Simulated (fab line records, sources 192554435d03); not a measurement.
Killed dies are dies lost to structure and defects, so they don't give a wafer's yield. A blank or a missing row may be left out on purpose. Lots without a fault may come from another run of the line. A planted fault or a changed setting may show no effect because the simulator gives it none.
Chamber matching | flow n5_finfet | N5_FIN_SAQP_ETCH_69 on rie_diel-05: 4 sister chambers
The step etches SOC in N2/H2, stops on SiNx, target depth 150 nm. 18 wafers are shown with their chamber, then 9 later ones without.

WAFERS WITH THEIR CHAMBER
wafer  | chamber | throttle_valve_pct (%) | showerhead_plenum_p_Torr (Torr) | oes_product_au (a.u.)
L074.1 | 3       | 18.12                  | 2.51                            | 0.70
L074.3 | 1       | 17.84                  | 2.55                            | 0.75
L074.6 | 0       | 17.74                  | 2.54                            | 0.76
L075.1 | 2       | 17.38                  | 2.65                            | 0.78
L075.2 | 3       | 18.14                  | 2.51                            | 0.70
L075.3 | 1       | 17.84                  | 2.55                            | 0.75
L075.4 | 0       | 17.74                  | 2.54                            | 0.75
L075.5 | 2       | 17.39                  | 2.65                            | 0.78
L075.6 | 1       | 17.84                  | 2.55                            | 0.76
L081.3 | 2       | 17.40                  | 2.64                            | 0.76
L081.5 | 2       | 17.42                  | 2.64                            | 0.76
L081.6 | 3       | 18.16                  | 2.51                            | 0.69
L084.1 | 0       | 17.79                  | 2.53                            | 0.73
L084.2 | 3       | 18.16                  | 2.50                            | 0.68
L084.3 | 1       | 17.84                  | 2.54                            | 0.74
L085.1 | 1       | 17.84                  | 2.54                            | 0.74
L085.2 | 0       | 17.78                  | 2.53                            | 0.74
L085.3 | 3       | 18.16                  | 2.50                            | 0.68

SIGNATURES (means of the wafers above)
reading                  | chamber 0 | chamber 1 | chamber 2 | chamber 3 | scatter within a chamber
throttle_valve_pct       | 17.7625   | 17.8400   | 17.3975   | 18.1480   | 0.0174
showerhead_plenum_p_Torr | 2.5350    | 2.5460    | 2.6450    | 2.5060    | 0.00561
oes_product_au           | 0.7450    | 0.7480    | 0.7700    | 0.6900    | 0.0106
Rule: a wafer's distance from a chamber is the root of the sum, over the readings, of the square of ((its reading less the chamber's mean) divided by the reading's scatter). The wafer belongs to the nearest chamber; if the next one is less than 2 further off, it can't be placed. The scatter: the root of (the sum of the squares of (reading less its chamber's mean) over the shown wafers, divided by (wafers less chambers)).

WAFERS WITHOUT THEIR CHAMBER
wafer  | throttle_valve_pct (%) | showerhead_plenum_p_Torr (Torr) | oes_product_au (a.u.)
L086.1 | 17.79                  | 2.53                            | 0.73
L086.2 | 17.88                  | 2.54                            | 0.74
L086.4 | 18.19                  | 2.50                            | 0.68
L087.1 | 17.42                  | 2.64                            | 0.75
L087.5 | 17.86                  | 2.54                            | 0.74
L087.6 | 17.78                  | 2.53                            | 0.73
L089.2 | 17.79                  | 2.53                            | 0.73
L089.5 | 17.88                  | 2.54                            | 0.74
L089.6 | 17.79                  | 2.53                            | 0.73

WHICH CHAMBER EACH WENT THROUGH
wafer  | from the rows above | in truth
L086.1 | 0                   | 0
L086.2 | 1                   | 1
L086.4 | 3                   | 3
L087.1 | 2                   | 2
L087.5 | 1                   | 1
L087.6 | 0                   | 0
L089.2 | 0                   | 0
L089.5 | 1                   | 1
L089.6 | 0                   | 0
Placed correctly: 9 of 9. Can't be placed from these rows: 0. Placed wrongly: 0.
